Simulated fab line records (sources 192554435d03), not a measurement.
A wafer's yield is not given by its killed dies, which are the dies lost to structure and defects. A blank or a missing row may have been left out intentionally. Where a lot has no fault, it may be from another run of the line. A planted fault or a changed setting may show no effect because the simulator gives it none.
A lot that was struck, set against a sound lot	flow n5 finfet	21 out of 1938 route steps
Sound: the wafers L247.1, L247.4, L247.6. Struck: wafer L260.2 (left out: L260.3, L260.4 of the same lot, which were not struck); the cause appears at the end.
Order at every step that has rows: each side's tool, ch and its chambers, its first start. Under that, the readings that differ: sound wafers	struck wafers	difference of the means	sigmas: that difference in standard deviations of wafers without a fault.
alike: readings with means less than 2 such deviations apart, plus words and numbers identical on both sides. not compared: withheld readings, readings lacking a value on some wafer, bounds such as >300 that could conceal the same value, and numbers that have no deviation in the record and whose values overlap.
A row with sigmas, a row that says differs or no value, or rows on one side alone: a step with any of these is where the two part. Non-overlapping numbers with no deviation appear without sigmas and do not part them. A reading that every wafer of one side lacks parts them only if that side has two wafers or more.

first, 9 steps without rows for these wafers: N5_FIN_SAQP_EXPOSE_13 (exposes mask FIN CORE, target cd 35.6 nm); N5_FIN_SAQP_PEB_14 (peb time 60 s); N5_FIN_SAQP_DEVELOP_15 (develop time 30 s); N5_FIN_SAQP_DESCUM_21 (chemistry O2, time 7.9 s); N5_FIN_SAQP_ETCH_51 (etches SiARC in CF4, target depth 45.5 nm, time 75.8 s); N5_FIN_SAQP_ETCH_52 (etches SOC in N2/H2, target depth 100 nm, overetch 20 nm, time 150 s); N5_FIN_SAQP_STRIP_53 (strips in N2/H2); N5_FIN_SAQP_HM_OPEN_73 (chemistry CHF3/O2, target SiO2, stops on a-Si, target depth 12 nm, time 16.8 s); N5_FIN_SAQP_STRIP_74 (strips in CHF3/O2).
N5_FIN_SAQP_MANDREL_ETCH_22: etches a-Si in HBr/Cl2, stops on SiNx, target depth 60 nm, bt time 10 s, time 30 s.
  sound on rie si-03 ch 2,3, day 1 22:43; struck on rie si-03 ch 1, day 5 05:49
reading	sound	struck	difference	sigmas
model.SOC_of_FIN_SAQP_COAT_49.thk nm (nm)	75.82 75.98 76.1	66.94	-9.03	
model.SiNx_of_FIN_SAQP_PECVD_48.thk nm (nm)	24.53 25.16 25.36	19.91	-5.11	
  alike: drypump motor current A, oes product au, throttle valve pct
  not compared: rf hours counter h
then, 7 steps without rows for these wafers: N5_FIN_SAQP_STRIP_55 (strips in N2/H2); N5_FIN_SAQP_STRIP_23 (strips in SPM, time 750 s); N5_FIN_SAQP_SRD_66 (time 30 s); N5_FIN_SAQP_RECESS_75 (chemistry HF/NH3, target SiO2, target depth 14.4 nm, afs cycles 3, sublimation time 60 s); N5_FIN_SAQP_SPACER1_ALD_24 (deposits SiO2, target thk 20.3 nm, pulse time 1 s, purge time 2 s); N5_FIN_SAQP_SPACER1_ETCHBACK_25 (etches SiO2 in CHF3/O2, target depth 24.4 nm, time 12.2 s); N5_FIN_SAQP_MANDREL1_REMOVE_56 (chemistry HBr/Cl2/O2, target a-Si, stops on SiNx, bt time 10 s).
N5_FIN_SAQP_ETCH_57: etches SiNx in CH3F/O2, target depth 32.5 nm, time 46.4 s.
  sound on rie diel-01 ch 0,1,2, day 2 00:31; struck on rie diel-01 ch 0, day 5 08:29
reading	sound	struck	difference	sigmas
etch rf on time s (s)	45.5 46.9 47.4	37.4	-9.2	-8
model.etch.depth nm (nm)	24.53 25.16 25.36	19.91	-5.11	
  alike: drypump motor current A, mfc ar sccm, oes product au, rf vpp V, showerhead plenum p Torr, throttle valve pct
  not compared: rf hours counter h
then, 1 step without rows for these wafers: N5_FIN_SAQP_ETCH_65 (etches SiO2 in CF4, target depth 4 nm, time 4.4 s).
-- a jump in the record: the struck wafers' starts before and after are 8 days apart (it breaks off in module FIN_SAQP and resumes in module BEOL_M4, where the first step shown is number 1111 of the route) --
N5_BEOL_M4_RC_MEAS_101:
  sound on prober-01 ch 0, day 8 17:41; struck on prober-01 ch 0, day 13 01:38
  alike: DIBL_N, DIBL_P, IOFF_N, IOFF_P, ION_N, ION_P, SS_N, SS_P, VT_N, VT_P
after that, 1 step had no rows for these wafers: N5_PASSIVATION_PROBE_49.

## WHERE THEY PART
N5_FIN_SAQP_ETCH_57 only, going by this record. Later steps at which nothing parts them and some readings are alike: N5_BEOL_M4_RC_MEAS_101.

WHY: what had been put in by the simulator
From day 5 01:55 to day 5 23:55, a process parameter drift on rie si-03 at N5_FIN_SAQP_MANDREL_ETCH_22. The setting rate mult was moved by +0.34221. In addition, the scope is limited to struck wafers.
